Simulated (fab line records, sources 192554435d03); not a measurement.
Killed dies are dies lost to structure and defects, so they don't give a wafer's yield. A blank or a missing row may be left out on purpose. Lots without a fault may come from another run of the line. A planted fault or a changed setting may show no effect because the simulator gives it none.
Chamber matching | flow n5_finfet | N5_MOL_CONTACT_COAG_ALD_133 on ald_sin-03: 4 sister chambers
The step deposits SiO2, target thk 5 nm, pulse time 1 s, co reactant pulse time 1 s. 8 wafers are shown with their chamber, then 12 later ones without.

WAFERS WITH THEIR CHAMBER
wafer  | chamber | heater_power_w (W) | precursor_pulse_height_rel
L081.2 | 1       | 65                 | 1.010
L081.5 | 0       | 84                 | 0.968
L082.1 | 1       | 64                 | 1.030
L082.4 | 2       | 74                 | 0.990
L082.6 | 3       | 76                 | 0.982
L086.1 | 0       | 82                 | 1.026
L086.3 | 2       | 74                 | 1.015
L086.4 | 3       | 78                 | 1.005

WAFERS WITHOUT THEIR CHAMBER
wafer  | heater_power_w (W) | precursor_pulse_height_rel
L087.3 | 75                 | 1.008
L087.4 | 79                 | 1.018
L087.6 | 64                 | 1.000
L091.1 | 63                 | 0.960
L091.4 | 84                 | 1.017
L091.5 | 66                 | 0.981
L093.2 | 78                 | 1.008
L093.4 | 73                 | 1.002
L093.6 | 74                 | 0.993
L095.1 | 74                 | 0.947
L095.5 | 82                 | 1.012
L095.6 | 64                 | 1.005

WHICH CHAMBER EACH WENT THROUGH
wafer  | from the rows above     | in truth
L087.3 | can't be placed: 2 or 3 | 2
L087.4 | can't be placed: 3 or 0 | 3
L087.6 | 1                       | 1
L091.1 | 1                       | 1
L091.4 | 0                       | 0
L091.5 | 1                       | 1
L093.2 | 3                       | 3
L093.4 | 2                       | 2
L093.6 | 2                       | 2
L095.1 | can't be placed: 2 or 3 | 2
L095.5 | 0                       | 0
L095.6 | 1                       | 1
Placed correctly: 9 of 12. Can't be placed from these rows: 3 (the true chamber is among the candidates in 3). Placed wrongly: 0.
How it was worked out, from the rows above alone: a wafer's distance from a chamber is the root of the sum, over the readings, of the square of ((its reading less the chamber's mean) divided by the reading's scatter). The wafer belongs to the nearest chamber; if the next one is less than 2 further off, it can't be placed. A chamber's mean is the mean of its shown wafers. The scatter: the root of (the sum of the squares of (reading less its chamber's mean) over the shown wafers, divided by (wafers less chambers)).
